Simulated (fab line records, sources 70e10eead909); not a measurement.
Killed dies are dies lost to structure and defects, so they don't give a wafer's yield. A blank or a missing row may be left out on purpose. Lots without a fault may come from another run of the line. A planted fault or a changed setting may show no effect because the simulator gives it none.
A struck lot beside a sound one | flow nand_harc | 13 steps out of a route of 1159
Sound: wafers L670.2, L670.3, L670.6. Struck: wafers L682.4, L682.6. (L682.5 of the same lot was not struck and is left out.) The cause comes at the end.
At each step with rows: each side's tool, then ch and its chambers, then its first start. Under that, the readings that differ: sound wafers | struck wafers | difference of the means | sigmas: that difference in standard deviations of wafers without a fault.
alike: readings whose means differ by less than 2 such deviations, and words and numbers that are the same on both sides. not compared: withheld readings, readings that some wafer has no value for, bounds like >300 that may hide the same value, and numbers for which the record gives no deviation and whose values overlap.
The two part at a step that has a row with sigmas, a row that says differs or no value, or rows on one side only. Numbers that don't overlap but have no deviation are shown without sigmas and don't part them. A reading that every wafer of one side lacks parts them only if that side has two wafers or more.

first, 1 step without rows for these wafers: NHARC_A_WL_FILL_CVD_03 (deposits W, target thk 40 nm, time 3302 s).
NHARC_A_WL_FILL_ETCHBACK_04: etches the open film in NF3, target depth 60 nm, time 120 s.
  sound on rie_metal-03 ch 1, day 16 20:50; struck on rie_metal-02 ch 0,1, day 19 12:28
  alike: drypump_motor_current_A, oes_product_au, run_length_s
  not compared: rf_hours_counter_h
NHARC_A_WL_FILL_ETCHBACK_05: etches the open film in Cl2/BCl3, target depth 22 nm, time 60 s.
  sound on rie_metal-03 ch 1, day 16 21:05; struck on rie_metal-02 ch 1, day 19 12:38
  reading                     | sound       | struck  | difference | sigmas
  drypump_motor_current_A (A) | 6.5 6.5 6.5 | 5.7 5.7 | -0.8       | -2
  alike: oes_product_au, run_length_s, temp_c
  not compared: rf_hours_counter_h
NHARC_A_WL_FILL_STRIP_27: strips in N2/H2, time 20 s.
  sound on plasma_asher-01 ch 0,1, day 16 21:30; struck on plasma_asher-01 ch 0,1, day 19 12:51
  alike: drypump_motor_current_A, heater_power_w, temp_c
  not compared: rf_hours_counter_h
then, 4 steps without rows for these wafers: NHARC_A_WL_FILL_STRIP_28 (strips in post etch residue remover, time 1200 s); NHARC_A_WL_FILL_PRECLEAN_06 (cleans in DIW, time 300 s); NHARC_A_WL_FILL_SRD_07; NHARC_A_WL_FILL_ANNEAL_08 (time 1800 s).
NHARC_A_WL_FILL_ALD_10: deposits SiO2, target thk 50 nm, pulse time 10 s, ald cycles 500.
  sound on ald_hk-03 ch 0,3, day 17 01:28; struck on ald_hk-03 ch 0,3, day 19 21:40
  alike: heater_power_outer_w, heater_power_w, precursor_pulse_height_rel
NHARC_A_WL_FILL_ETCHBACK_16: etches the open film in C4F8/O2/Ar, target depth 88 nm, time 17.6 s.
  sound on rie_diel-03 ch 0,3; struck on rie_diel-11 ch 2,3
  alike: oes_product_au, rf_vpp_V, run_length_s
  not compared: rf_hours_counter_h
then, 1 step without rows for these wafers: NHARC_A_WL_FILL_STRIP_29 (strips in O2, time 20 s).
NHARC_A_WL_FILL_ETCHBACK_17: etches the open film in Cl2/BCl3, target depth 4 nm, time 26.7 s.
  sound on rie_metal-01 ch 0,1, day 17 06:15; struck on rie_metal-01 ch 1, day 20 01:01
  reading          | sound          | struck    | difference | sigmas
  run_length_s (s) | 47.4 48.3 48.4 | 38.6 38.8 | -9.3       | -25
  alike: drypump_motor_current_A, oes_product_au
  not compared: rf_hours_counter_h
then, 1 step without rows for these wafers: NHARC_A_WL_FILL_PRECLEAN_18 (cleans in dHF, time 30 s).

WHERE THEY PART
First at NHARC_A_WL_FILL_ETCHBACK_05; last, within this record, at NHARC_A_WL_FILL_ETCHBACK_17.

WHY: what the simulator had put in
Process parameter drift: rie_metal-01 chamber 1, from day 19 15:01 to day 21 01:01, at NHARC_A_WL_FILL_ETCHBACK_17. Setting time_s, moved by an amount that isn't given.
